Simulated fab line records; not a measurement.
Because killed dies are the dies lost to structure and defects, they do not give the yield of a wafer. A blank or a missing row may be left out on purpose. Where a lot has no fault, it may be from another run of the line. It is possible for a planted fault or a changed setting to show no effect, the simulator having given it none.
Which of the tools did it? | flow n5_finfet | 30 wafers from 10 lots sampled at 5 of the route's 1938 steps

WHAT EACH GAUGE READ, for each wafer
N5_FIN_SAQP_OVL_MEAS_17.
lot  | measured    | on         | FIN_CORE_OVL (nm)
L528 | day 2 10:55 | overlay-01 | -0.2 -0.9 -0.4
L529 | day 2 16:07 | overlay-01 | 1.5 0.6 -0.1
L530 | day 2 21:50 | overlay-02 | -0.3 0.0 -0.1
L533 | day 3 15:37 | overlay-02 | 0.7 0.7 0.0
L534 | day 4 00:02 | overlay-02 | -1.1 0.7 1.3
L539 | day 5 05:49 | overlay-02 | -0.4 0.8 -0.6
L540 | day 5 09:34 | overlay-01 | -0.2 -0.7 0.6
L547 | day 7 03:40 | overlay-01 | 0.8 0.1 0.2
L548 | day 7 09:52 | overlay-02 | 0.6 0.2 1.5
L549 | day 7 16:21 | overlay-01 | 0.8 0.7 -0.3

N5_BEOL_M4_RC_MEAS_101.
lot  | measured     | on        | DIBL_N (mV/V)  | DIBL_P (mV/V)  | IOFF_N (nA/um)    | IOFF_P (nA/um) | ION_N (uA/um) | ION_P (uA/um) | SS_N (mV/dec)  | SS_P (mV/dec)  | VT_N (mV)   | VT_P (mV)
L528 | day 8 23:57  | prober-01 | 36.7 37.7 35.7 | 38.9 40.2 37.7 | 0.176 0.201 0.146 | 0.28 0.32 0.26 | 693 682 673   | 472 477 470   | 71.4 72.1 71.0 | 74.1 74.1 73.2 | 250 246 252 | -243 -240 -244
L529 | day 9 00:14  | prober-02 | 38.4 39.5 36.4 | 37.5 39.5 35.9 | 0.175 0.193 0.144 | 0.22 0.27 0.20 | 679 685 678   | 461 473 464   | 72.8 72.2 70.8 | 73.6 74.4 73.0 | 251 250 251 | -251 -249 -253
L530 | day 9 06:08  | prober-01 | 37.5 37.4 36.8 | 36.1 36.3 35.5 | 0.193 0.183 0.180 | 0.24 0.25 0.24 | 691 685 697   | 468 471 476   | 71.4 70.9 70.6 | 73.7 73.9 72.9 | 245 246 245 | -246 -243 -243
L533 | day 9 15:46  | prober-01 | 33.7 33.4 31.5 | 33.4 32.9 30.3 | 0.121 0.111 0.091 | 0.17 0.15 0.13 | 658 653 647   | 458 450 445   | 70.6 70.4 70.2 | 72.8 72.2 72.0 | 253 254 256 | -255 -253 -257
L534 | day 9 19:12  | prober-02 | 33.3 36.3 35.0 | 32.7 35.2 33.4 | 0.107 0.143 0.119 | 0.16 0.18 0.17 | 663 666 652   | 457 453 448   | 71.0 71.6 71.0 | 72.5 73.1 73.6 | 257 254 255 | -256 -251 -253
L539 | day 11 11:49 | prober-01 | 34.2 34.2 35.0 | 35.2 34.9 35.9 | 0.139 0.136 0.168 | 0.20 0.21 0.23 | 672 676 678   | 467 472 466   | 71.2 71.8 71.3 | 72.5 72.8 73.4 | 252 253 247 | -251 -248 -249
L540 | day 11 09:40 | prober-02 | 38.2 36.9 35.5 | 38.4 36.4 36.7 | 0.195 0.161 0.151 | 0.25 0.22 0.23 | 687 676 679   | 470 463 468   | 71.4 71.7 71.4 | 74.1 73.1 73.3 | 247 248 249 | -247 -247 -247
L547 | day 13 14:24 | prober-02 | 37.5 38.3 38.3 | 38.2 39.0 38.8 | 0.156 0.157 0.167 | 0.21 0.24 0.22 | 668 672 674   | 458 469 458   | 71.6 71.8 71.5 | 73.6 74.3 73.8 | 251 252 248 | -251 -250 -249
L548 | day 13 14:36 | prober-01 | 33.2 34.2 37.3 | 32.0 32.8 37.4 | 0.110 0.118 0.188 | 0.15 0.15 0.24 | 664 667 685   | 457 458 467   | 70.9 71.0 71.0 | 71.6 72.4 73.3 | 256 253 246 | -254 -256 -250
L549 | day 13 18:08 | prober-01 | 38.3 34.6 35.0 | 36.3 32.5 33.8 | 0.182 0.124 0.136 | 0.21 0.17 0.18 | 675 668 665   | 454 456 461   | 71.5 71.3 71.1 | 73.9 72.6 73.1 | 248 254 249 | -251 -253 -253

TOOL THAT RAN EACH LOT (tool first, then ch and the chambers of the sampled wafers, then the start)
lot  | N5_PMOS_HMC_CHANNEL_EPI_ETCH_38 | N5_FIN_SAQP_PECVD_47           | N5_FIN_SAQP_COAT_10
L528 | rie_si-01 ch 0,1,3, day 2 06:27 | pecvd-03 ch 1,2, day 2 10:22   | litho_track-03 ch 0, day 2 10:38
L529 | rie_si-01 ch 0,1,2, day 2 12:01 | pecvd-03 ch 0,1,2, day 2 15:25 | litho_track-03 ch 0, day 2 15:42
L530 | rie_si-01 ch 0,1,2, day 2 18:08 | pecvd-03 ch 0,2, day 2 21:10   | litho_track-03 ch 0, day 2 21:33
L533 | rie_si-04 ch 1,3, day 3 11:57   | pecvd-02 ch 1,2, day 3 14:55   | litho_track-02 ch 0, day 3 15:13
L534 | rie_si-04 ch 2,3, day 3 19:21   | pecvd-02 ch 1,2, day 3 23:15   | litho_track-03 ch 0, day 3 23:38
L539 | rie_si-06 ch 0,3, day 4 23:21   | pecvd-04 ch 0,1,2, day 5 05:15 | litho_track-02 ch 0, day 5 05:32
L540 | rie_si-04 ch 0,1,3, day 5 05:58 | pecvd-02 ch 0,1,2, day 5 08:59 | litho_track-05 ch 0, day 5 09:17
L547 | rie_si-06 ch 1,2,3, day 7 00:07 | pecvd-04 ch 0,2, day 7 03:06   | litho_track-02 ch 0, day 7 03:23
L548 | rie_si-04 ch 0,1, day 7 05:41   | pecvd-04 ch 0,1,2, day 7 09:11 | litho_track-03 ch 0, day 7 09:28
L549 | rie_si-01 ch 1,3, day 7 11:59   | pecvd-04 ch 0,2, day 7 15:40   | litho_track-02 ch 0, day 7 15:56
- N5_PMOS_HMC_CHANNEL_EPI_ETCH_38: etches SiO2 in CF4, target depth 1.5 nm.
- N5_FIN_SAQP_PECVD_47: deposits a-Si from SiH4/He, target thk 45 nm, time 36.3 s.
- N5_FIN_SAQP_COAT_10: resist thk 90 nm.

AS READ BY THE TOOLS THEMSELVES (means over the sampled wafers that have a number; for cases with no such wafer, the mark the record gives instead)
N5_PMOS_HMC_CHANNEL_EPI_ETCH_38.
lot  | tool      | cf4_flow_sccm (sccm) | drypump_motor_current_A (A) | oes_product_au (a.u.) | rf_fwd_power_W (W) | throttle_valve_pct (%)
L528 | rie_si-01 | 79.62                | 5.6                         | 0.986                 | 786                | 21.65
L529 | rie_si-01 | 79.95                | 5.7                         | 0.979                 | 785                | 21.60
L530 | rie_si-01 | 79.99                | 5.7                         | 0.984                 | 785                | 21.60
L533 | rie_si-04 | 79.88                | 5.0                         | 0.978                 | 787                | 21.76
L534 | rie_si-04 | 80.20                | 5.2                         | 0.989                 | 783                | 21.87
L539 | rie_si-06 | 79.85                | 5.8                         | 1.005                 | 780                | 21.85
L540 | rie_si-04 | 79.95                | 5.2                         | 0.991                 | 783                | 21.80
L547 | rie_si-06 | 80.01                | 5.9                         | 0.989                 | 785                | 21.91
L548 | rie_si-04 | 80.10                | 5.3                         | 0.995                 | 784                | 21.67
L549 | rie_si-01 | 79.90                | 5.6                         | 1.008                 | 787                | 21.75

N5_FIN_SAQP_PECVD_47.
lot  | tool     | heater_power_w (W) | rf_fwd_power_W (W) | showerhead_plenum_p_Torr (Torr) | throttle_valve_pct (%)
L528 | pecvd-03 | 807                | 98.7               | 5.70                            | 18.7
L529 | pecvd-03 | 839                | 99.0               | 5.74                            | 18.6
L530 | pecvd-03 | 917                | 98.6               | 5.74                            | 18.3
L533 | pecvd-02 | 708                | 98.9               | 5.67                            | 18.2
L534 | pecvd-02 | 731                | 99.2               | 5.66                            | 18.2
L539 | pecvd-04 | 866                | 99.0               | 5.68                            | 17.7
L540 | pecvd-02 | 876                | 99.1               | 5.69                            | 18.4
L547 | pecvd-04 | 757                | 98.8               | 5.63                            | 18.3
L548 | pecvd-04 | 868                | 98.5               | 5.67                            | 17.8
L549 | pecvd-04 | 886                | 99.1               | 5.64                            | 17.6

N5_FIN_SAQP_COAT_10.
lot  | tool           | spin_speed_rpm (rpm)
L528 | litho_track-03 | 1499.7
L529 | litho_track-03 | 1499.4
L530 | litho_track-03 | 1589.4
L533 | litho_track-02 | 1499.9
L534 | litho_track-03 | 1588.2
L539 | litho_track-02 | 1500.3
L540 | litho_track-05 | 1498.6
L547 | litho_track-02 | 1499.2
L548 | litho_track-03 | 1500.2
L549 | litho_track-02 | 1499.6

THE ANSWER, worked out from the rows above alone
Rule: what is usual is taken from the lots themselves. Put in order of their means at a reading, lots are off if they are a third of the lots or fewer, leave a main group of 4 or more, and stand apart from it by a gap of 3 or more times the standard deviation of the main group's means; of several such gaps the widest counts. Not used: any main group whose means are identical at the precision the tables above print for the reading. Also off: a lot with no number at a reading for which 4 or more lots have one. All remaining lots with rows at the step are treated as sound. After the gauges, taken in route order, come the tools' own readings; for these a lot's mean is taken, as printed above. The first step at which some lot is off is used, and at that step the reading that is off furthest; a lot without a number counts as furthest.
Off: L530, L534, at N5_FIN_SAQP_COAT_10 (spin_speed_rpm). For the main group the mean is 1499.6 rpm and the standard deviation 0.52.
A tool fits if, at that step or a process step before it, it ran every lot that is off, and no sound lot after the first of them. None of those tried fits.

WHAT THE SIMULATOR HAD INSERTED
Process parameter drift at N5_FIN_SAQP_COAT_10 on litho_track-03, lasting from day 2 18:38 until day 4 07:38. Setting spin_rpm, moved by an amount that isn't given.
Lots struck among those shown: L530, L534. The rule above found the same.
